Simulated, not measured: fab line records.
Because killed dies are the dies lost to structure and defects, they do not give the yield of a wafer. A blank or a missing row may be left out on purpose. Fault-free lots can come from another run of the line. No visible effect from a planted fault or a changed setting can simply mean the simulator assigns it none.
fab line records ; flow nand_harc
record lots=5; wafers=14; last_day=24
route steps=1159 shown A_ONON_D1@430 END@1159
lots that met no fault: from a run of the same line without faults
start_h: hours from the record's first day to the start of the lot's first wafer shown ; wait_h: hours since the lot's step before ; " identical to the entry in the row above ; L1.1+2: a row that stands for several wafers ; - no value, or no start was given ; * or withheld: withheld ; < > ~ a bound
route shown NAME@n: NAME is a module with steps in the file, n the number in the route of the first one ; usual: the fault-free wafers' mean and standard deviation ; same: alike in all rows ; chamber/n: place in a boat ; sites: per-site readings ; _std_site: standard deviation of those values ; _edge_site: inner sites' mean taken away from outer sites' mean ; radius_mm: how far each site lies from the wafer's centre ; mask NAME#n: copy n ; behind: tool/chamber where the wafer was last shaped ; hold: the reason the lot was held/the length of the hold in hours/how it ended ; device: transistor that didn't switch, given as n, p or np ; end of line: the tests these same wafers got at the end of their route ; a step without rows: its recipe alone ; killed: not the wafer's yield, but the dies lost to structure and defects at the first sort ; map: a wafer's dies, marking killed ones x, the rest . and places with no die _
set.NAME: setting as actually run; set.NAME@STEP: the setting as run at that earlier step ; model.NAME: the simulator's own value behind a step, which no gauge read
a table for each step, a row for each wafer; lots at some steps of the route
services: when a tool's chamber went out of use (start_h, in hours from the record's first day, below 0 if earlier), for how many hours, and the reason
## steps
# step NHARC_A_ONON_D1_DEP_09
# recipe target_thk_a=10000; n2_flow_sccm=2750; n2o_flow_sccm=2000; nh3_flow_sccm=500; sih4_flow_sccm=210; temp_c=400
# step NHARC_A_ONON_D1_THK_MEAS_11
# recipe thk_meas_gauge=ellipsometry
# usual thk_nm=1002/10
lot.wafer;tool;chamber;start_h;wait_h;thk_nm
L913.2;film_metro-02;-;175.90;-;970
L913.3;film_metro-02;-;175.90;-;970
L913.5;film_metro-02;-;175.90;-;969
L926.4;film_metro-01;-;249.51;-;1005
L926.6;film_metro-01;-;249.51;-;1005
L928.4;film_metro-02;-;256.84;-;996
L928.5;film_metro-02;-;256.84;-;994
L928.6;film_metro-02;-;256.84;-;996
L933.2;film_metro-01;-;285.84;-;1003
L933.5;film_metro-01;-;285.84;-;1006
L933.6;film_metro-01;-;285.84;-;1004
L932.4;film_metro-02;-;285.98;-;1008
L932.5;film_metro-02;-;285.98;-;1008
L932.6;film_metro-02;-;285.98;-;1006
# step NHARC_A_ONON_D1_DEP_12
# recipe target_thk_a=10000; n2_flow_sccm=2750; n2o_flow_sccm=2000; nh3_flow_sccm=500; sih4_flow_sccm=210; temp_c=400
# step NHARC_A_ONON_D1_THK_MEAS_14
# recipe thk_meas_gauge=ellipsometry
# usual thk_nm=1001/8.6
lot.wafer;tool;chamber;start_h;wait_h;thk_nm
L913.2;film_metro-01;-;176.47;-;1000
L913.3;film_metro-01;-;176.47;-;998
L913.5;film_metro-01;-;176.47;-;997
L926.4;film_metro-01;-;250.08;-;995
L926.6;film_metro-01;-;250.08;-;996
L928.4;film_metro-02;-;257.41;-;989
L928.5;film_metro-02;-;257.41;-;990
L928.6;film_metro-02;-;257.41;-;989
L933.2;film_metro-01;-;286.41;-;1003
L933.5;film_metro-01;-;286.41;-;1002
L933.6;film_metro-01;-;286.41;-;1001
L932.4;film_metro-02;-;286.55;-;1006
L932.5;film_metro-02;-;286.55;-;1007
L932.6;film_metro-02;-;286.55;-;1005
# step NHARC_A_ONON_D1_ANNEAL_15
# recipe temp_c=750; time_s=3600
# step NHARC_A_ONON_D1_DEP_16
# recipe target_thk_a=10000; n2_flow_sccm=2750; n2o_flow_sccm=2000; nh3_flow_sccm=500; sih4_flow_sccm=210; temp_c=400
# step NHARC_A_ONON_D1_THK_MEAS_18
# recipe thk_meas_gauge=ellipsometry
# usual thk_nm=1001/11
lot.wafer;tool;chamber;start_h;wait_h;thk_nm
L913.2;film_metro-02;-;183.64;-;1022
L913.3;film_metro-02;-;183.64;-;1022
L913.5;film_metro-02;-;183.64;-;1021
L926.4;film_metro-01;-;257.25;-;1021
L926.6;film_metro-01;-;257.25;-;1020
L928.4;film_metro-01;-;264.49;-;1003
L928.5;film_metro-01;-;264.49;-;1004
L928.6;film_metro-01;-;264.49;-;1004
L932.4;film_metro-01;-;294.48;-;978
L932.5;film_metro-01;-;294.48;-;979
L932.6;film_metro-01;-;294.48;-;981
L933.2;film_metro-02;-;294.49;-;999
L933.5;film_metro-02;-;294.49;-;998
L933.6;film_metro-02;-;294.49;-;996
# step NHARC_A_ONON_D1_DEP_19
# recipe target_thk_a=10000; n2_flow_sccm=2750; n2o_flow_sccm=2000; nh3_flow_sccm=500; sih4_flow_sccm=210; temp_c=400
# step NHARC_A_ONON_D1_THK_MEAS_21
# recipe thk_meas_gauge=ellipsometry
# usual thk_nm=1002/12
lot.wafer;tool;chamber;start_h;wait_h;thk_nm
L913.2;film_metro-02;-;184.22;-;1024
L913.3;film_metro-02;-;184.22;-;1024
L913.5;film_metro-02;-;184.22;-;1022
L926.4;film_metro-02;-;257.82;-;1009
L926.6;film_metro-02;-;257.82;-;1011
L928.4;film_metro-02;-;265.05;-;1017
L928.5;film_metro-02;-;265.05;-;1015
L928.6;film_metro-02;-;265.05;-;1017
L933.2;film_metro-02;-;295.05;-;988
L933.5;film_metro-02;-;295.05;-;991
L933.6;film_metro-02;-;295.05;-;989
L932.4;film_metro-02;-;295.05;-;984
L932.5;film_metro-02;-;295.05;-;983
L932.6;film_metro-02;-;295.05;-;984
# step NHARC_A_ONON_D1_DEP_22
# recipe target_thk_a=10000; n2_flow_sccm=2750; n2o_flow_sccm=2000; nh3_flow_sccm=500; sih4_flow_sccm=210; temp_c=400
# step NHARC_A_ONON_D1_THK_MEAS_24
# recipe thk_meas_gauge=ellipsometry
# usual thk_nm=1001/8.4
lot.wafer;tool;chamber;start_h;wait_h;thk_nm
L913.2;film_metro-02;-;184.80;-;999
L913.3;film_metro-02;-;184.80;-;998
L913.5;film_metro-02;-;184.80;-;999
L926.4;film_metro-01;-;258.39;-;1006
L926.6;film_metro-01;-;258.39;-;1005
L928.4;film_metro-01;-;265.62;-;1008
L928.5;film_metro-01;-;265.62;-;1007
L928.6;film_metro-01;-;265.62;-;1008
L933.2;film_metro-02;-;295.61;-;1017
L933.5;film_metro-02;-;295.61;-;1015
L933.6;film_metro-02;-;295.61;-;1015
L932.4;film_metro-01;-;295.62;-;990
L932.5;film_metro-01;-;295.62;-;990
L932.6;film_metro-01;-;295.62;-;991
# step NHARC_A_ONON_D1_DEP_25
# recipe target_thk_a=10000; n2_flow_sccm=2750; n2o_flow_sccm=2000; nh3_flow_sccm=500; sih4_flow_sccm=210; temp_c=400
lot.wafer;tool;chamber;start_h;wait_h
L913.2+3+5;pecvd_onon-02;0;184.92;0.1
L926.4+6;pecvd_onon-02;0;258.62;0.2
L928.4+5+6;pecvd_onon-03;0;265.84;0.2
L933.2+5+6;pecvd_onon-03;0;295.87;0.3
L932.4+5+6;pecvd_onon-04;0;296.32;0.7
# step NHARC_A_ONON_D1_THK_MEAS_27
# recipe thk_meas_gauge=ellipsometry
# usual thk_nm=1002/9.8
lot.wafer;tool;chamber;start_h;wait_h;thk_nm
L913.2;film_metro-02;-;185.37;-;998
L913.3;film_metro-02;-;185.37;-;998
L913.5;film_metro-02;-;185.37;-;997
L926.4;film_metro-02;-;258.98;-;1477
L926.6;film_metro-02;-;258.98;-;1007
L928.4;film_metro-01;-;266.18;-;1003
L928.5;film_metro-01;-;266.18;-;1003
L928.6;film_metro-01;-;266.18;-;1003
L933.2;film_metro-02;-;296.33;-;1010
L933.5;film_metro-02;-;296.33;-;1010
L933.6;film_metro-02;-;296.33;-;1012
L932.4;film_metro-01;-;296.65;-;1004
L932.5;film_metro-01;-;296.65;-;1004
L932.6;film_metro-01;-;296.65;-;1006
# step NHARC_A_ONON_D1_DEP_28
# recipe target_thk_a=10000; n2_flow_sccm=2750; n2o_flow_sccm=2000; nh3_flow_sccm=500; sih4_flow_sccm=210; temp_c=400
# step NHARC_END_SORT_01
# recipe temp_c=25
# usual killed_at_array=26/9.6; killed_at_other=0.7/0.92; killed_at_periphery=3.8/2.7; killed_dies=31/10; killed_open=3.3/1.7; killed_short=1.8/1.3
# same gross_dies=677
lot.wafer;tool;chamber;start_h;wait_h;killed_at_array;killed_at_other;killed_at_periphery;killed_dies;killed_open;killed_short
L926.4;prober-01;0;536.89;3.4;668;4;5;677;2;1
L926.6;prober-01;0;538.48;4.0;36;1;3;40;4;1
L928.4;prober-01;0;547.12;3.4;28;1;14;43;7;5
L928.5;prober-01;0;547.93;3.7;33;1;9;43;4;1
L928.6;prober-01;0;548.73;4.0;43;1;12;56;4;0
# killed by level:class
L926.4 A_ONON_D1:area_dep=629 A_CHANNEL_HOLE_D1:chamber_film_flake=15 A_SLIT:chamber_film_flake=10 A_STAIRCASE:chamber_film_flake=7 THIN_TSV:chamber_film_flake=4 A_CONTACT:chamber_film_flake=3 P_STI:chamber_film_flake=2 P_CONTACT:geometric_particle:short=1
L926.6 A_CHANNEL_HOLE_D1:chamber_film_flake=15 A_SLIT:chamber_film_flake=11 A_STAIRCASE:chamber_film_flake=3 A_CONTACT:geometric_particle:open=2 A_CONTACT:chamber_film_flake=2 P_M1:geometric_particle:open=1 A_WL_FILL:geometric_particle:short=1 A_M0:geometric_particle:open=1
L928.4 A_CHANNEL_HOLE_D1:chamber_film_flake=14 P_CONTACT:chamber_film_flake=7 P_STI:chamber_film_flake=5 A_CONTACT:geometric_particle:open=3 A_CHANNEL_FILL_D1:geometric_particle:open=2 A_CONTACT:chamber_film_flake=2 P_M2:geometric_particle:short=1 A_SOURCE_PLATE:geometric_particle:open=1
L928.5 A_CHANNEL_HOLE_D1:chamber_film_flake=20 P_STI:chamber_film_flake=6 A_CONTACT:chamber_film_flake=6 P_CONTACT:chamber_film_flake=2 A_ONON_D1:geometric_particle:open=1 A_CHANNEL_FILL_D1:geometric_particle:open=1 A_WL_FILL:geometric_particle:open=1 A_M0:geometric_particle:open=1
L928.6 A_CHANNEL_HOLE_D1:chamber_film_flake=31 P_CONTACT:chamber_film_flake=7 P_STI:chamber_film_flake=4 A_CONTACT:geometric_particle:open=3 A_STAIRCASE:chamber_film_flake=3 A_CONTACT:chamber_film_flake=2 P_M0:geometric_particle:open=1 A_ZERO_WELL:chamber_film_flake=1
# map L926.4 (x killed, . not)
____________x____________
_________xxxxxxx_________
_______xxxxxxxxxxx_______
______xxxxxxxxxxxxx______
_____xxxxxxxxxxxxxxx_____
____xxxxxxxxxxxxxxxxx____
____xxxxxxxxxxxxxxxxx____
___xxxxxxxxxxxxxxxxxxx___
___xxxxxxxxxxxxxxxxxxx___
__xxxxxxxxxxxxxxxxxxxxx__
__xxxxxxxxxxxxxxxxxxxxx__
_xxxxxxxxxxxxxxxxxxxxxxx_
_xxxxxxxxxxxxxxxxxxxxxxx_
_xxxxxxxxxxxxxxxxxxxxxxx_
_xxxxxxxxxxxxxxxxxxxxxxx_
_xxxxxxxxxxxxxxxxxxxxxxx_
xxxxxxxxxxxxxxxxxxxxxxxxx
xxxxxxxxxxxxxxxxxxxxxxxxx
xxxxxxxxxxxxxxxxxxxxxxxxx
xxxxxxxxxxxxxxxxxxxxxxxxx
xxxxxxxxxxxxxxxxxxxxxxxxx
_xxxxxxxxxxxxxxxxxxxxxxx_
_xxxxxxxxxxxxxxxxxxxxxxx_
_xxxxxxxxxxxxxxxxxxxxxxx_
_xxxxxxxxxxxxxxxxxxxxxxx_
_xxxxxxxxxxxxxxxxxxxxxxx_
__xxxxxxxxxxxxxxxxxxxxx__
__xxxxxxxxxxxxxxxxxxxxx__
___xxxxxxxxxxxxxxxxxxx___
___xxxxxxxxxxxxxxxxxxx___
____xxxxxxxxxxxxxxxxx____
____xxxxxxxxxxxxxxxxx____
_____xxxxxxxxxxxxxxx_____
______xxxxxxxxxxxxx______
_______xxxxxxxxxxx_______
_________xxxxxxx_________
____________x____________
# map L913.5 (x killed, . not)
____________.____________
_________......._________
_______.x........._______
______xx...........______
_____xx............._____
____.x.x.............____
____.................____
___.....x.............___
___.x.................___
__...............x.....__
__.....................__
_.................x....._
_....x.................._
_......................._
_......................._
_......................._
.........................
.........................
.........x...............
.........................
..................x......
_......................._
_......................._
_.......xxx............._
_......................._
_......................._
__....................x__
__..xx................x__
___...................___
___...........x.......___
____.............x...____
____.................____
_____..............._____
______.............______
_______..........._______
_________......._________
____________.____________
## services
tool;chamber;start_h;hours;kind
pecvd_onon-04;-;237.00;13.0;pm
pecvd_onon-02;-;292.03;13.0;pm
## key
first_sign step=NHARC_A_ONON_D1_THK_MEAS_27; reading=thk_nm; direction=up; sigmas=49; usual=1002; struck=1477
effect step=NHARC_END_SORT_01; reading=killed_at_array; direction=up; sigmas=67; usual=26; struck=668
more_kills_born_at NHARC_A_ONON_D1_DEP_25@pecvd_onon-02=629
met_at NHARC_A_ONON_D1_DEP_25
struck_wafers L926.4
later_rows_left_out L926.4
tester_left_out L926
onset_between 184.92 258.62
fault kind=process_parameter_drift; tool=pecvd_onon-02; chamber=-; onset_h=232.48; steps=NHARC_A_ONON_D1_DEP_25; channel=target_thk_a; offset=*; shape=step; end_h=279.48; scope=struck_wafers_only; acts_in=*; stated=*
# tester_left_out: of these lots the tester's yield and bins aren't shown, on N5 and GAA mostly nor the transistor test; their killed dies are dies lost to structure and defects alone, not to doping, threshold or leakage, so they don't give the yield
# later_rows_left_out: the simulator's readings of these wafers behind a module that went badly wrong aren't trusted and aren't shown, but for the sort
